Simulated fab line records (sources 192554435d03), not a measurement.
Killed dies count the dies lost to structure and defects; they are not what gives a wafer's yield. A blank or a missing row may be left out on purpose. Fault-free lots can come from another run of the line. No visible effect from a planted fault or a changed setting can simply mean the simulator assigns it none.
Chamber matching :: flow n5Finfet :: N5_BEOL_M5_CURE_80 on uvCure-01: 3 sister chambers
The step cures SiCOH lowk, time 120 s. 3 wafers are shown with their chamber, then 11 later ones without.

== WAFERS PAIRED WITH THEIR CHAMBERS ==
wafer: L086.5
chamber: 1
wafer_temp_C_max: 372.7

wafer: L088.6
chamber: 2
wafer_temp_C_max: 371.1

wafer: L089.3
chamber: 0
wafer_temp_C_max: 371.6

== WAFERS WITH NO CHAMBER GIVEN ==
wafer: L089.4
wafer_temp_C_max: 371.3

wafer: L089.6
wafer_temp_C_max: 371.4

wafer: L093.1
wafer_temp_C_max: 371.3

wafer: L093.2
wafer_temp_C_max: 371.4

wafer: L093.5
wafer_temp_C_max: 371.2

wafer: L092.2
wafer_temp_C_max: 371.1

wafer: L092.4
wafer_temp_C_max: 370.9

wafer: L092.6
wafer_temp_C_max: 371.3

wafer: L097.2
wafer_temp_C_max: 370.7

wafer: L097.4
wafer_temp_C_max: 371.1

wafer: L097.6
wafer_temp_C_max: 371.1

== THE CHAMBER EACH PASSED THROUGH ==
wafer: L089.4
from the rows above: can't be placed: 2 or 0
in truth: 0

wafer: L089.6
from the rows above: can't be placed: 0 or 2
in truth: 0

wafer: L093.1
from the rows above: can't be placed: 2 or 0
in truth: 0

wafer: L093.2
from the rows above: can't be placed: 0 or 2
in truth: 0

wafer: L093.5
from the rows above: can't be placed: 2 or 0
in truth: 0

wafer: L092.2
from the rows above: 2
in truth: 2

wafer: L092.4
from the rows above: 2
in truth: 2

wafer: L092.6
from the rows above: can't be placed: 2 or 0
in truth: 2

wafer: L097.2
from the rows above: 2
in truth: 2

wafer: L097.4
from the rows above: 2
in truth: 2

wafer: L097.6
from the rows above: 2
in truth: 2
Correct placement for 5 of the 11. From these rows, 6 cannot be placed; in 6 the true chamber is one of the candidates. Number placed wrongly: 0.
How it was worked out, from the rows above alone: a wafer's distance from a chamber is the root of the sum, over the readings, of the square of ((its reading less the chamber's mean) divided by the reading's scatter). The wafer belongs to the nearest chamber; if the next one is less than 2 further off, it can't be placed. The mean given for a chamber averages the wafers shown for that chamber. The scatter: root of mean squared gap, hidden wafer to nearest shown wafer, with one shown wafer a chamber.
